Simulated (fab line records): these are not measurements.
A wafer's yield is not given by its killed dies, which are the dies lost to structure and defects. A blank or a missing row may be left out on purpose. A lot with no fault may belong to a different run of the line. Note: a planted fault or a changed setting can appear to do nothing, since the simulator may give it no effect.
Which of the tools did it? | flow nand harc | Sampling: 12 lots, 36 wafers, 2 of 1159 route steps

== WHAT EACH GAUGE READ, for each wafer ==
NHARC_A_BONDPAD_THK_MEAS_20: measures by xrf.
lot  | measured     | on            | thk nm (nm)
L076 | day 19 06:54 | film metro-01 | 168.9 167.7 170.6
L078 | day 19 08:37 | film metro-01 | 170.1 170.2 169.7
L079 | day 19 11:35 | film metro-02 | 168.5 169.0 168.9
L080 | day 20 09:35 | film metro-02 | 170.2 168.5 169.0
L082 | day 21 05:55 | film metro-01 | 167.8 170.7 168.3
L087 | day 21 18:59 | film metro-01 | 168.6 167.5 169.5
L086 | day 22 08:47 | film metro-01 | 170.9 171.4 171.6
L085 | day 22 19:19 | film metro-02 | 169.8 169.9 168.9
L090 | day 22 22:25 | film metro-01 | 170.4 169.3 169.3
L092 | day 22 23:22 | film metro-01 | 168.2 168.5 167.5
L097 | day 23 09:39 | film metro-02 | 168.7 170.2 169.0
L096 | day 23 17:09 | film metro-02 | 167.5 169.1 169.5

== TOOL THAT RAN EACH LOT (tool first, then ch and the chambers of the sampled wafers, then the start) ==
lot  | NHARC_A_BONDPAD_ETCH_12
L076 | rie diel-04 ch 1,2,3, day 19 06:54 or earlier
L078 | rie diel-05 ch 1,2, day 19 08:37 or earlier
L079 | rie diel-05 ch 0,1,3, day 19 11:35 or earlier
L080 | rie diel-04 ch 0,3, day 20 09:35 or earlier
L082 | rie diel-13 ch 0,1,2, day 21 05:55 or earlier
L087 | rie diel-04 ch 1,2, day 21 18:59 or earlier
L086 | rie diel-04 ch 0,1,2, day 22 08:47 or earlier
L085 | rie diel-13 ch 1,3, day 22 19:19 or earlier
L090 | rie diel-13 ch 0,1,3, day 22 22:25 or earlier
L092 | rie diel-04 ch 0,2,3, day 22 23:22 or earlier
L097 | rie diel-04 ch 0,2,3, day 23 09:39 or earlier
L096 | rie diel-04 ch 0,1,3, day 23 17:09 or earlier
- NHARC_A_BONDPAD_ETCH_12: etches the open film in CHF3/O2, target depth 220 nm, time 110 s.

== THE ANSWER, worked out from the rows above alone ==
Rule: usual is defined by the lots themselves. Put in order of their means at a reading, lots are off if they are a third of the lots or fewer, leave a main group of 4 or more, and stand apart from it by a gap of 3 or more times the standard deviation of the main group's means; of several such gaps the widest counts. The tables above print the reading to a certain number of digits; a main group whose means all agree to those digits is not used. Also off: a lot with no number at a reading for which 4 or more lots have one. Where the step has rows for the other lots, those lots are counted as sound.
No lot is off on any of the readings shown, so nothing can be concluded from this.

== WHAT THE SIMULATOR PUT IN ==
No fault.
